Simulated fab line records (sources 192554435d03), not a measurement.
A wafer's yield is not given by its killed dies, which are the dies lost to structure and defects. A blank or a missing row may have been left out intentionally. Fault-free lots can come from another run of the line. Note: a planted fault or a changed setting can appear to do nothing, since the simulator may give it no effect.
Code-filled problem report in 8D (eight disciplines) form / flow n5_finfet / the parts of the form that need people (team, actions taken, sign-off) are left out

## 1. THE PROBLEM
Mean of killed_at_M4_up at N5_PASSIVATION_PROBE_49: 132 over 2 wafers from 1 lot, against 13 (standard deviation 5.1) on wafers with no fault. Measured from the usual mean, that is +23 standard deviations.
First seen on wafer L671.2, day 17 01:55, on prober-02. The record holds 3 wafers of 1 lot with a number at this step. Rule for "out", or "out of limits": more than 4 standard deviations from the usual mean. The rest of the wafers with a number are treated as sound.

## 2. WHAT IT IS, AND WHAT IT ISN'T
question=which readings at this step | is=killed_at_M4_up, defect_limited_yield, killed_dies, sort_bin_5_function, sort_n_pass, sort_yield_pct | is not=killed_at_M0_to_M3, killed_at_contacts, killed_at_front_end, killed_at_other, killed_open, killed_short
question=which lots | is=L671 | is not=-
question=which wafers of those lots | is=L671.2, L671.6 | is not=L671.5
question=read on which tools | is=prober-02 | is not=-
question=when | is=from day 17 01:55 | is not=up to then (0 sound wafers); but 1 sound wafer of L671 came after

## 3. SUSPECTS, AND WHAT RULES EACH OUT
Counting: a tool at a process step up to the reading stays a suspect if it ran every lot that is out. Sound lots after the first of them don't rule it out here, since some wafers of a struck lot are sound.
- rie_diel-03 at N5_BEOL_M9_TRENCH_ETCH_37 (etches SiCOH lowk in C4F6/O2, target depth 151.43 nm, time 49 s): kept. It ran the lot that is out, L671 (day 14 11:39).
- pvd_sputter-03 at N5_MIM_TOP_DEGAS_04 (time 60 s): kept. It ran the lot that is out, L671 (day 16 15:59).
- rie_diel-05 at N5_PASSIVATION_DESCUM_12 (chemistry O2, time 7.9 s): kept. It ran the lot that is out, L671 (day 16 19:28).
- rie_diel-01 at N5_PASSIVATION_DESCUM_46 (chemistry O2, time 7.9 s): kept. It ran the lot that is out, L671 (day 16 22:50).
- prober-02 at N5_PASSIVATION_PROBE_49: kept. It ran the lot that is out, L671 (day 17 01:55). Its own defect_limited_yield, killed_at_M4_up, killed_dies, sort_bin_5_function, sort_n_pass, sort_yield_pct readings are out on those wafers.
- The sound lot-mates ran in chamber 2 of rie_diel-03 at N5_BEOL_M9_TRENCH_ETCH_37, but the wafers that are out ran in chamber 3.
- The sound lot-mates ran in chamber 3 of rie_diel-05 at N5_PASSIVATION_DESCUM_12, but the wafers that are out ran in chamber 0.
- Within rie_diel-01 at N5_PASSIVATION_DESCUM_46: the wafers that are out ran in chambers 1, 3; their sound lot-mates ran in chamber 0.
Left after counting: rie_diel-03 at N5_BEOL_M9_TRENCH_ETCH_37, pvd_sputter-03 at N5_MIM_TOP_DEGAS_04, rie_diel-05 at N5_PASSIVATION_DESCUM_12, rie_diel-01 at N5_PASSIVATION_DESCUM_46, prober-02 at N5_PASSIVATION_PROBE_49.

## 4. THE CAUSE (what the simulator had put in)
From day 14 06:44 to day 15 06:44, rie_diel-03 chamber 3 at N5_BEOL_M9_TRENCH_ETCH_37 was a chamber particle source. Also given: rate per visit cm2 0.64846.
After counting, 5 suspects remain, this tool included.

## 5. THE CHAIN OF EFFECTS, in route order
Rows list readings where the struck wafers' mean (over those with a number) sits beyond 3 standard deviations from the usual. Only readings whose record carries a usual standard deviation are examined. hours: median over the lots of the time between each lot's start at the first step of this table that gives one and its start at this step. sigmas: the change, counted in usual standard deviations.
hours=0; step=N5_PASSIVATION_PROBE_49; reading=defect_limited_yield; usual=91.2 %; on struck wafers=82.9; change=-8.3; sigmas=-5.9
hours=0; step=N5_PASSIVATION_PROBE_49; reading=killed_at_M4_up; usual=13; on struck wafers=132; change=+118; sigmas=+23
hours=0; step=N5_PASSIVATION_PROBE_49; reading=killed_dies; usual=104; on struck wafers=202; change=+98; sigmas=+6.1
hours=0; step=N5_PASSIVATION_PROBE_49; reading=sort_bin_5_function; usual=5.1 %; on struck wafers=10.3; change=+5.2; sigmas=+5.7
hours=0; step=N5_PASSIVATION_PROBE_49; reading=sort_n_pass; usual=1076; on struck wafers=978; change=-98; sigmas=-6.1
hours=0; step=N5_PASSIVATION_PROBE_49; reading=sort_yield_pct; usual=91.2 %; on struck wafers=82.9; change=-8.3; sigmas=-5.9
Process steps it contains:
- N5_PASSIVATION_PROBE_49

## 6. HOW IT WOULD HAVE BEEN CAUGHT EARLIER
In this record the first reading out of limits was taken at day 17 01:55, 67 hours after the fault began at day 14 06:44.
An alarm limit of 4 standard deviations would not have fired on the tool readings at N5_BEOL_M9_TRENCH_ETCH_37 for which the record gives a usual standard deviation, since none of them was out on any struck wafer.
The start of N5_BEOL_M9_TRENCH_ETCH_37 on rie_diel-03 came by day 17 01:55 for every one of the lots that are out (1). A hold on the tool at that time would have spared none of them.
